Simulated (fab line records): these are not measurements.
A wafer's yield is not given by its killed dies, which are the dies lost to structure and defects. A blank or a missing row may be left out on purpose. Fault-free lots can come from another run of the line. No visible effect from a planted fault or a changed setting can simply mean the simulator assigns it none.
Chamber matching ; flow nand-harc ; NHARC_A_WL_FILL_ALD_00 on ald-hk-02 has 4 sister chambers
The step deposits Al2O3, target thk 3 nm, pulse time 3 s, ald cycles 30. 4 wafers are shown with their chamber, then 7 later ones without.

## WAFERS WITH THEIR CHAMBER
wafer;chamber;heater-power-w (W)
L274.2;1;510
L274.3;2;486
L273.1;0;501
L273.4;3;470

## WAFERS WITH NO CHAMBER GIVEN
wafer;heater-power-w (W)
L273.5;490
L276.3;502
L276.5;480
L276.6;482
L277.2;465
L277.4;489
L277.6;503

## EACH ONE'S CHAMBER
wafer;from the rows above;in truth
L273.5;can't be placed: 2 or 0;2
L276.3;can't be placed: 0 or 1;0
L276.5;can't be placed: 2 or 3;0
L276.6;2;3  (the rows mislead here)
L277.2;3;3
L277.4;2;2
L277.6;can't be placed: 0 or 1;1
Placed correctly: 2 of 7. Cannot be placed on the basis of these rows: 4; the candidates contain the true chamber in 3. 1 placed wrongly.
How it was worked out, from the rows above alone: a wafer's distance from a chamber is the root of the sum, over the readings, of the square of ((its reading less the chamber's mean) divided by the reading's scatter). The wafer belongs to the nearest chamber; if the next one is less than 2 further off, it can't be placed. A chamber's mean is the mean of its shown wafers. The scatter: root of mean squared gap, hidden wafer to nearest shown wafer, with one shown wafer a chamber.
